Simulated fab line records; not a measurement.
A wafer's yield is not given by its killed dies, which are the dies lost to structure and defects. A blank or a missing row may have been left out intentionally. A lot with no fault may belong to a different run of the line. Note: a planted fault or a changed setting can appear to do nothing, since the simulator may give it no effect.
fab line records	flow n5_finfet
record: lots: 7	wafers: 39
route steps=1938 shown DUMMY_GATE@237 SD_EPI_N@288 SD_EPI_P@295 SD_ACTIVATION@330 MOL_CONTACT_COAG@616
start_h: the number of hours between the record's first day and the start of the first shown wafer of the lot	wait_h: hours since the lot's step before	" same as the row above	L1.1+2: a row that stands for several wafers	- no value, or no start given	* or withheld: withheld	< > ~ a bound
route shown NAME@n: NAME is a module with steps in the file, n the number in the route of the first one	usual: average and standard deviation across the fault-free wafers	same: alike in all rows	chamber/n: place in a boat	sites: per-site readings	_std_site: how widely they spread, as a standard deviation	_edge_site: outer sites' mean less inner sites'	radius_mm: for every site, how far away it sits from the centre of the wafer	mask NAME#n: copy n	behind: the last tool/chamber to shape the wafer	hold: the reason the lot was held/the length of the hold in hours/how it ended	device: names the non-switching transistor (n, p or np)	end of line: tests run on the same wafers once the route is complete	where a step has no rows: the recipe by itself	killed: the dies lost at the first sort to structure and to defects; this is not the yield of the wafer	map: shows each die of a wafer: x if killed, . if not, _ if none is there
set.NAME: the setting the step ran with; set.NAME@STEP: the setting that earlier step ran with	model.NAME: the simulator's own value behind a step, which no gauge read
lots where settings were altered on purpose, with a table for each step and a row for each wafer
== steps ==
step: N5_DUMMY_GATE_ETCH_37
recipe: chemistry: N2/H2	target: SOC	target_depth_a: 600	overetch_a: 300	temp_c: 40	ion_energy_ev: 200	pressure_mtorr: 30	source_w: 840	bias_w: 150	n2_flow_sccm: 200	h2_flow_sccm: 200
usual: rf_vpp_V: 524/3
lot.wafer	tool	chamber	start_h	wait_h	set.source_w	rf_vpp_V	model.SiARC_of_DUMMY_GATE_COAT_35.thk_nm
L076.1	rie_diel-05	2	58.38	0.0	772.3	541	5.2
L076.2	"	1	"	"	840	524	5
L076.3	"	3	"	"	772.3	538	5.2
L076.4	"	1	"	"	772.3	537	5.4
L076.5	"	3	"	"	840	521	5
L076.6	"	2	"	"	840	527	5
L081.1	rie_diel-06	0	88.01	0.0	840	527	5
L081.2	"	1	"	"	840	518	4.8
L081.3	"	2	"	"	840	521	5.2
L081.4	"	3	"	"	840	519	5.2
L081.5	"	2	"	"	840	520	5
L081.6	"	3	"	"	840	519	5.2
L085.1	rie_diel-02	0	115.97	0.0	840	525	5
L085.2	"	2	"	"	840	521	5
L085.3	"	1	"	"	840	527	5
L085.4	"	3	"	"	840	525	5
L085.5	"	0	"	"	840	528	5
L085.6	"	1	"	"	840	528	5
L086.1	rie_diel-02	0	119.61	0.0	840	525	5.2
L086.2	"	3	"	"	840	524	5
L086.3	"	1	"	"	687	562	5.6
L086.4	"	2	"	"	840	522	5
L086.5	"	0	"	"	687	564	5.6
L086.6	"	1	"	"	687	564	5.6
L088.1	rie_diel-02	2	131.47	0.0	840	523	5
L088.5	"	1	"	"	840	529	5
L088.6	"	0	"	"	840	526	5.2
L089.1	rie_diel-02	1	137.91	0.0	745.3	550	5.4
L089.2	"	3	"	"	840	524	5
L089.3	"	0	"	"	840	525	5
L089.4	"	2	"	"	745.3	543	5.4
L089.5	"	1	"	"	840	526	5
L089.6	"	2	"	"	745.3	542	5.4
L096.1	rie_diel-06	0	177.67	0.0	840	527	5.2
L096.2	"	2	"	"	840	519	5.2
L096.3	"	1	"	"	729.3	544	5.4
L096.4	"	1	"	"	840	519	4.8
L096.5	"	0	"	"	729.3	555	5.4
L096.6	"	2	"	"	729.3	546	5.4
step: N5_DUMMY_GATE_ETCH_42
recipe: chemistry: CHF3/O2	target: SiO2	target_depth_a: 35	time_s: 31	ion_energy_ev: 30	bias_w: 12	pressure_mtorr: 30	source_w: 600	Ar_flow_sccm: 200	CHF3_flow_sccm: 50	O2_flow_sccm: 5
usual: rf_vpp_V: 42.4/0.83
lot.wafer	tool	chamber	start_h	wait_h	set.bias_w	rf_vpp_V
L076.1	rie_diel-02	0	59.32	0.0	12	42.1
L076.2	"	1	"	"	12	44.0
L076.3	"	3	"	"	12	41.3
L076.4	"	2	"	"	12	43.2
L076.5	"	3	"	"	12	43.4
L076.6	"	0	"	"	12	42.0
L081.1	rie_diel-06	2	88.83	0.0	9.728	33.9
L081.2	"	3	"	"	12	41.9
L081.3	"	0	"	"	9.728	35.8
L081.4	"	1	"	"	12	41.9
L081.5	"	1	"	"	9.728	35.9
L081.6	"	2	"	"	12	41.4
L085.1	rie_diel-02	0	116.74	0.0	11.24	42.3
L085.2	"	2	"	"	11.24	40.0
L085.3	"	3	"	"	12	42.2
L085.4	"	1	"	"	11.24	40.9
L085.5	"	0	"	"	12	41.8
L085.6	"	1	"	"	12	43.1
L086.1	rie_diel-06	2	120.38	0.0	12	41.6
L086.2	"	1	"	"	12	42.7
L086.3	"	0	"	"	12	42.0
L086.4	"	3	"	"	12	43.5
L086.5	"	1	"	"	12	42.8
L086.6	"	0	"	"	12	42.8
L088.1	rie_diel-06	3	132.52	0.1	12	40.5
L088.5	"	0	"	"	12	42.6
L088.6	"	3	"	"	12	40.8
L089.1	rie_diel-02	0	138.69	0.0	12	42.8
L089.2	"	2	"	"	12	41.9
L089.3	"	1	"	"	13.45	46.5
L089.4	"	3	"	"	13.45	46.4
L089.5	"	1	"	"	12	44.0
L089.6	"	2	"	"	13.45	46.6
L096.1	rie_diel-06	0	178.55	0.2	10.92	40.5
L096.2	"	1	"	"	12	42.1
L096.3	"	2	"	"	12	41.1
L096.4	"	1	"	"	10.92	40.3
L096.5	"	0	"	"	12	42.2
L096.6	"	2	"	"	10.92	39.0
step: N5_SD_EPI_N_EPI_21
recipe: material: Si:P	dopant: P	temp_c: 680	pressure_torr: 255	time_s: 690
lot.wafer	tool	chamber	start_h	wait_h	set.epi_growth_time_s	model.Si-P_of_SD_EPI_N_EPI_21.thk_nm
L076.1+4	epi_rpcvd-01	0	62.46	0.1	690	59.8
L076.2+5+6	"	0	"	"	690	60
L076.3	"	0	"	"	690	60.2
L081.1	epi_rpcvd-04	0	92.69	0.2	629.6	56.4
L081.2	"	0	"	"	690	60.2
L081.3	"	0	"	"	629.6	56.6
L081.4+5	"	0	"	"	690	60
L081.6	"	0	"	"	629.6	55.8
L085.1+5	epi_rpcvd-03	0	120.61	0.1	616.3	54.4
L085.2	"	0	"	"	690	59.2
L085.3	"	0	"	"	690	58.8
L085.4	"	0	"	"	690	58.4
L085.6	"	0	"	"	616.3	54.6
L086.1	epi_rpcvd-04	0	123.41	0.1	690	58.4
L086.2+6	"	0	"	"	690	58.2
L086.3	"	0	"	"	690	57.6
L086.4+5	"	0	"	"	690	59
L088.1+5	epi_rpcvd-01	0	135.72	0.2	690	59.2
L088.6	"	0	137.59	1.9	690	59.6
L089.1+5	epi_rpcvd-01	0	142.08	0.2	690	58.8
L089.2	"	0	"	"	634.8	56.6
L089.3	"	0	"	"	690	59.2
L089.4	"	0	"	"	634.8	55.6
L089.6	"	0	"	"	634.8	55.8
L096.1	epi_rpcvd-04	0	182.50	0.1	690	59.2
L096.2	"	0	"	"	690	59
L096.3	"	0	"	"	690	59.6
L096.4	"	0	"	"	760.4	63.2
L096.5	"	0	"	"	760.4	63.4
L096.6	"	0	"	"	760.4	63.6
step: N5_SD_EPI_N_EPI_MEAS_23
recipe: mode: xrd
usual: thk_nm: 59.1/1.1
lot.wafer	tool	chamber	start_h	wait_h	set.epi_growth_time_s@SD_EPI_N_EPI_21	thk_nm
L076.1	film_metro-01	-	64.17	1.4	690	59.8
L076.2	"	-	"	"	690	58.6
L076.3	"	-	"	"	690	60.6
L076.4	"	-	"	"	690	58.9
L076.5	"	-	"	"	690	61.2
L076.6	"	-	"	"	690	59.4
L081.1	film_metro-01	-	94.96	1.9	629.6	56.2
L081.2	"	-	"	"	690	60.2
L081.3	"	-	"	"	629.6	57.1
L081.4	"	-	"	"	690	59.2
L081.5	"	-	"	"	690	59.1
L081.6	"	-	"	"	629.6	58.0
L085.1	film_metro-02	-	122.33	1.4	616.3	54.5
L085.2	"	-	"	"	690	58.3
L085.3	"	-	"	"	690	58.8
L085.4	"	-	"	"	690	58.0
L085.5	"	-	"	"	616.3	54.1
L085.6	"	-	"	"	616.3	56.3
L086.1	film_metro-01	-	125.13	1.4	690	58.8
L086.2	"	-	"	"	690	56.7
L086.3	"	-	"	"	690	56.9
L086.4	"	-	"	"	690	57.6
L086.5	"	-	"	"	690	59.1
L086.6	"	-	"	"	690	58.6
L088.1	film_metro-02	-	138.00	1.9	690	59.2
L088.5	"	-	"	"	690	58.8
L088.6	"	-	"	"	690	59.9
L089.1	film_metro-02	-	144.36	1.9	690	59.2
L089.2	"	-	"	"	634.8	55.6
L089.3	"	-	"	"	690	58.3
L089.4	"	-	"	"	634.8	56.0
L089.5	"	-	"	"	690	58.2
L089.6	"	-	"	"	634.8	56.9
L096.1	film_metro-01	-	184.23	1.5	690	58.7
L096.2	"	-	"	"	690	58.6
L096.3	"	-	"	"	690	59.3
L096.4	"	-	"	"	760.4	64.9
L096.5	"	-	"	"	760.4	63.6
L096.6	"	-	"	"	760.4	64.6
step: N5_SD_EPI_N_PRECLEAN_24
recipe: chemistry: O3/DIW	time_s: 60	temp_c: 22	o3_ppm: 10
lot.wafer	tool	chamber	start_h	wait_h	set.epi_growth_time_s@SD_EPI_N_EPI_21	model.Si-P_of_SD_EPI_N_EPI_21.thk_nm
L076.1+4	wet_bench-02	1,6	64.21	0.0	690	59.4
L076.2+5+6	"	2,0,3	"	"	690	59.6
L076.3	"	7	"	"	690	59.8
L081.1+3	wet_bench-04	1,0	95.00	0.0	629.6	56.2
L081.2	"	2	"	"	690	59.8
L081.4+5	"	7,6	"	"	690	59.6
L081.6	"	3	"	"	629.6	55.4
L085.1	wet_bench-04	2	122.49	0.2	616.3	54
L085.2	"	3	"	"	690	58.8
L085.3	"	0	"	"	690	58.4
L085.4	"	7	"	"	690	58
L085.5+6	"	6,1	"	"	616.3	54.2
L086.1	wet_bench-04	2	125.17	0.0	690	58
L086.2+6	"	6,4	"	"	690	57.8
L086.3	"	3	"	"	690	57.2
L086.4+5	"	7,5	"	"	690	58.6
L088.1+5	wet_bench-04	2,3	138.03	0.0	690	58.8
L088.6	"	1	"	"	690	59.2
L089.1+5	wet_bench-05	0,5	144.40	0.0	690	58.4
L089.2	"	2	"	"	634.8	56.2
L089.3	"	3	"	"	690	58.8
L089.4	"	4	"	"	634.8	55.2
L089.6	"	1	"	"	634.8	55.4
L096.1	wet_bench-02	7	184.27	0.0	690	58.8
L096.2	"	1	"	"	690	58.6
L096.3	"	0	"	"	690	59.2
L096.4	"	6	"	"	760.4	62.8
L096.5	"	5	"	"	760.4	63
L096.6	"	4	"	"	760.4	63.2
step: N5_SD_EPI_N_LINER_46
recipe: material: SiNx	target_thk_a: 30	temp_c: 400	ald_precursor_family: SiH2I2	ald_co_reactant: N2/H2-plasma	pressure_torr: 2
lot.wafer	tool	chamber	start_h	wait_h	set.target_thk_a	model.SiNx_of_SD_EPI_N_LINER_46.thk_nm
L076.1+3+6	ald_sin-02	1,0,0	64.51	0.2	30	3
L076.2+4+5	"	3,2,1	"	"	31.81	3.2
L081.1+5+6	ald_sin-02	1,3,2	95.76	0.7	31.94	3.2
L081.2+3+4	"	0,2,3	"	"	30	3
L085.1+2+3+4+5+6	ald_sin-01	3,2,1,0,2,3	123.03	0.4	30	3
L086.1+2+3+4+5+6	ald_sin-03	0,3,1,2,0,3	125.44	0.2	30	3
L088.1+5+6	ald_sin-01	2,1,2	138.31	0.2	30	3
L089.1+4+5	ald_sin-01	3,1,2	144.67	0.2	30	3
L089.2+3+6	"	2,0,3	"	"	25.74	2.6
L096.1+2+3+4+5+6	ald_sin-01	1,0,2,3,0,3	185.01	0.6	30	3
step: N5_SD_EPI_P_COAT_34
recipe: resist: SOC	temp_c: 250	time_s: 60	spin_rpm: 1500	resist_thk_nm: 350
step: N5_SD_ACTIVATION_RTA_00
recipe: temp_c: 975	time_s: 0	ambient: N2	idle_temp_c: 600	ramp_up_c_per_s: 150	ramp_down_c_per_s: 60	cool_to_c: 600
step: N5_SD_ACTIVATION_LSA_01
recipe: temp_c: 1080	time_s: 0.0008	ambient: N2
step: N5_SD_ACTIVATION_RS_MEAS_03
recipe: thk_meas_gauge: four-point-probe
usual: RS_SD_N: 21.86/0.3	RS_SD_P: 56.1/0.85
lot.wafer	tool	chamber	start_h	wait_h	set.epi_growth_time_s@SD_EPI_N_EPI_21	RS_SD_N[ohm/sq]	RS_SD_P[ohm/sq]
L076.1	film_metro-01	-	69.49	0.2	690	21.51	55.1
L076.2	"	-	"	"	690	21.26	55.7
L076.3	"	-	"	"	690	21.62	55.4
L076.4	"	-	"	"	690	21.53	55.6
L076.5	"	-	"	"	690	21.54	56.5
L076.6	"	-	"	"	690	21.42	55.7
L081.1	film_metro-01	-	101.49	0.2	629.6	22.93	56.4
L081.2	"	-	"	"	690	21.50	57.0
L081.3	"	-	"	"	629.6	22.85	57.3
L081.4	"	-	"	"	690	21.45	56.4
L081.5	"	-	"	"	690	21.62	56.2
L081.6	"	-	"	"	629.6	22.98	56.4
L085.1	film_metro-02	-	128.63	0.2	616.3	23.45	55.7
L085.2	"	-	"	"	690	21.78	55.5
L085.3	"	-	"	"	690	21.69	55.7
L085.4	"	-	"	"	690	21.98	55.1
L085.5	"	-	"	"	616.3	23.66	55.5
L085.6	"	-	"	"	616.3	23.56	55.6
L086.1	film_metro-02	-	130.42	0.2	690	22.27	56.5
L086.2	"	-	"	"	690	22.08	57.1
L086.3	"	-	"	"	690	22.64	54.9
L086.4	"	-	"	"	690	22.01	56.4
L086.5	"	-	"	"	690	22.11	56.6
L086.6	"	-	"	"	690	22.36	55.8
L088.1	film_metro-02	-	143.91	0.2	690	21.91	55.7
L088.5	"	-	"	"	690	22.09	55.8
L088.6	"	-	"	"	690	22.12	55.8
L089.1	film_metro-01	-	149.55	0.2	690	22.21	57.3
L089.2	"	-	"	"	634.8	22.70	56.4
L089.3	"	-	"	"	690	22.03	55.9
L089.4	"	-	"	"	634.8	23.36	56.2
L089.5	"	-	"	"	690	22.13	56.3
L089.6	"	-	"	"	634.8	23.31	57.3
L096.1	film_metro-02	-	190.17	0.2	690	21.81	54.9
L096.2	"	-	"	"	690	21.96	55.2
L096.3	"	-	"	"	690	21.74	55.2
L096.4	"	-	"	"	760.4	20.62	55.2
L096.5	"	-	"	"	760.4	20.61	54.9
L096.6	"	-	"	"	760.4	20.66	55.6
step: N5_MOL_CONTACT_COAG_ETCH_124
recipe: chemistry: CH3F/O2	target: SiNx	target_depth_a: 65	mask_material: SOC	stop_on: SiOC	over_etch_frac: 0.3	ion_energy_ev: 120	pressure_mtorr: 30	source_w: 395	bias_w: 73	Ar_flow_sccm: 150	CH3F_flow_sccm: 30	O2_flow_sccm: 20	ends: end_point
usual: rf_vpp_V: 297.8/2.9
lot.wafer	tool	chamber	start_h	wait_h	set.bias_w	rf_vpp_V
L076.1	rie_diel-04	0	110.69	0.0	73	293.6
L076.2	"	2	"	"	73	298.8
L076.3	"	1	"	"	73	302.7
L076.4	"	3	"	"	73	304.1
L076.5	"	1	"	"	73	302.0
L076.6	"	0	"	"	73	294.6
L081.1	rie_diel-01	1	144.87	0.0	73	298.0
L081.2	"	3	"	"	73	294.6
L081.3	"	2	"	"	73	296.1
L081.4	"	0	"	"	85.87	339.0
L081.5	"	3	"	"	85.87	336.1
L081.6	"	0	"	"	85.87	339.5
L085.1	rie_diel-03	3	169.53	0.0	79.96	315.8
L085.2	"	1	"	"	73	294.0
L085.3	"	2	"	"	73	297.9
L085.4	"	2	"	"	79.96	320.8
L085.5	"	1	"	"	73	296.4
L085.6	"	3	"	"	79.96	314.6
L086.1	rie_diel-01	3	170.22	0.0	73	294.6
L086.2	"	1	"	"	82.8	329.1
L086.3	"	2	"	"	82.8	330.0
L086.4	"	0	"	"	73	299.5
L086.5	"	1	"	"	73	297.2
L086.6	"	0	"	"	82.8	329.6
L088.1	rie_diel-01	2	189.25	0.0	73	299.2
L088.5	"	1	"	"	73	296.6
L088.6	"	0	"	"	73	298.8
L089.1	rie_diel-04	1	192.48	0.0	73	302.6
L089.2	"	0	"	"	64.36	265.7
L089.3	"	2	"	"	73	297.7
L089.4	"	3	"	"	73	301.9
L089.5	"	3	"	"	64.36	272.7
L089.6	"	0	"	"	64.36	265.3
L096.1	rie_diel-01	3	231.12	0.0	73	295.0
L096.2	"	1	"	"	73	297.0
L096.3	"	0	"	"	73	300.1
L096.4	"	2	"	"	73	297.0
L096.5	"	3	"	"	73	295.4
L096.6	"	2	"	"	73	298.8
== key ==
split: step: N5_DUMMY_GATE_ETCH_37	setting: source_w	stated: 840	by: wafer
response: step: N5_DUMMY_GATE_ETCH_37	reading: rf_vpp_V	change: -2.02	per: 1%	r: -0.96
response: step: N5_DUMMY_GATE_ETCH_37	reading: model.SiARC_of_DUMMY_GATE_COAT_35.thk_nm	change: -0.0298	per: 1%	r: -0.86
split: step: N5_DUMMY_GATE_ETCH_42	setting: bias_w	stated: 12	by: wafer
response: step: N5_DUMMY_GATE_ETCH_42	reading: rf_vpp_V	change: +0.308	per: 1%	r: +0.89
split: step: N5_SD_EPI_N_EPI_21	setting: epi_growth_time_s	stated: 690	by: wafer
response: step: N5_SD_EPI_N_EPI_21	reading: model.Si-P_of_SD_EPI_N_EPI_21.thk_nm	change: +0.405	per: 1%	r: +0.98
response: step: N5_SD_EPI_N_EPI_MEAS_23	reading: thk_nm	change: *	per: 1%	r: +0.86
response: step: N5_SD_EPI_N_PRECLEAN_24	reading: model.Si-P_of_SD_EPI_N_EPI_21.thk_nm	change: +0.401	per: 1%	r: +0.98
response: step: N5_SD_ACTIVATION_RS_MEAS_03	reading: RS_SD_N	change: -0.143	per: 1%	r: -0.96
split: step: N5_SD_EPI_N_LINER_46	setting: target_thk_a	stated: 30	by: wafer
response: step: N5_SD_EPI_N_LINER_46	reading: model.SiNx_of_SD_EPI_N_LINER_46.thk_nm	change: +0.0292	per: 1%	r: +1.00
split: step: N5_MOL_CONTACT_COAG_ETCH_124	setting: bias_w	stated: 73	by: wafer
response: step: N5_MOL_CONTACT_COAG_ETCH_124	reading: rf_vpp_V	change: +2.44	per: 1%	r: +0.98
